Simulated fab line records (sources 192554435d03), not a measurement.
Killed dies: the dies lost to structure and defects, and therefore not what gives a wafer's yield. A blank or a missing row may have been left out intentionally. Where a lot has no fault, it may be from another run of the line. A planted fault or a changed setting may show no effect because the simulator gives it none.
A single fault, viewed from 2 desks :: flow n5-finfet :: what lay behind the numbers comes last; until then each desk has only its own

## FROM THE METROLOGY DESK
What the gauges read for every lot (on any tool): the sampled wafers with a number, averaged. If a lot's mean is further than 4 standard deviations from the usual mean, the lot is out of limits and carries the mark OUT (the distance appears in the brackets). Readings shown: 7 of its 10, picked as those furthest out on some lot.
Columns: A = DIBL_N at N5_BEOL_M4_RC_MEAS_101, usual 35.9 mV/V; B = IOFF_P at N5_BEOL_M4_RC_MEAS_101, usual 0.21 nA/um; C = ION_N at N5_BEOL_M4_RC_MEAS_101, usual 672 uA/um; D = SS_N at N5_BEOL_M4_RC_MEAS_101, usual 71.4 mV/dec; E = SS_P at N5_BEOL_M4_RC_MEAS_101, usual 73.2 mV/dec; F = VT_N at N5_BEOL_M4_RC_MEAS_101, usual 249.3 mV; G = VT_P at N5_BEOL_M4_RC_MEAS_101, usual -250 mV
lot: L708
first seen here: day 9 00:26
A: 34.6
B: 0.22
C: 671
D: 71.2
E: 72.4
F: 251.5
G: -247

lot: L710
first seen here: day 9 12:25
A: 35.5
B: 0.21
C: 678
D: 71.8
E: 73.5
F: 248.2
G: -252

lot: L716
first seen here: day 10 14:10
A: 34.6
B: 0.19
C: 660
D: 70.9
E: 72.6
F: 250.7
G: -249

lot: L718
first seen here: day 11 10:02
A: 36.7
B: 0.22
C: 683
D: 71.8
E: 73.1
F: 246.0
G: -250

lot: L722
first seen here: day 12 01:50
A: 35.9
B: 0.20
C: 668
D: 72.0
E: 73.2
F: 249.7
G: -252

lot: L724
first seen here: day 12 12:24
A: 36.6
B: 0.21
C: 670
D: 72.1
E: 73.3
F: 247.6
G: -249

lot: L725
first seen here: day 13 00:23
A: 36.1
B: 0.26
C: 670
D: 71.9
E: 73.2
F: 249.2
G: -245

lot: L727
first seen here: day 13 03:45
A: 37.7
B: 0.23
C: 677
D: 71.5
E: 73.4
F: 248.6
G: -250

lot: L729
first seen here: day 14 04:16
A: 36.4
B: 0.20
C: 673
D: 71.1
E: 73.6
F: 251.7
G: -252
Finding of this desk: none of the 9 lots has anything out of limits.

## AT THE TOOL OWNER'S DESK: litho-track-05
The tool's own readings at N5_SD_EPI_N_COAT_03 (resist thk 150 nm): means of the sampled wafers that have a number, for each lot that ran on this tool. If a lot's mean is further than 4 standard deviations from the usual mean, the lot is out of limits and carries the mark OUT (the distance appears in the brackets).
Columns: A = exhaust-pa at N5_SD_EPI_N_COAT_03, usual 45.1 Pa; B = spin-speed-rpm at N5_SD_EPI_N_COAT_03, usual 1500.0 rpm
lot: L708
first seen here: day 3 14:01
A: 45.6
B: 1500.4

lot: L710
first seen here: day 4 06:56
A: 46.4
B: 1501.7

lot: L718
first seen here: day 6 01:13
A: 44.1
B: 1500.6

lot: L722
first seen here: day 7 10:00
A: 45.8
B: 1420.7 (-86) OUT

lot: L724
first seen here: day 7 17:58
A: 44.4
B: 1420.8 (-86) OUT
This desk's verdict: out of limits on L722, L724, starting with L722 at day 7 10:00 (spin-speed-rpm at N5_SD_EPI_N_COAT_03). L708, L710, L718 stayed within limits.

## BROUGHT TOGETHER
The tool owner's desk could have raised an alarm at day 7 10:00, on L722, L724.
The metrology desk saw nothing out of limits.
The metrology desk has L722, L724 on record, within its limits.
The lots listed all ran N5_SD_EPI_N_COAT_03 on litho-track-05.

## WHAT HAD BEEN PUT IN BY THE SIMULATOR
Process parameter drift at N5_SD_EPI_N_COAT_03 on litho-track-05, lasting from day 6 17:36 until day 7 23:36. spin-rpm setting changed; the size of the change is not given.
Struck lots among those shown: L722, L724.
Hours from the fault's start to each desk's first reading out of limits: the tool owner's desk, 16.
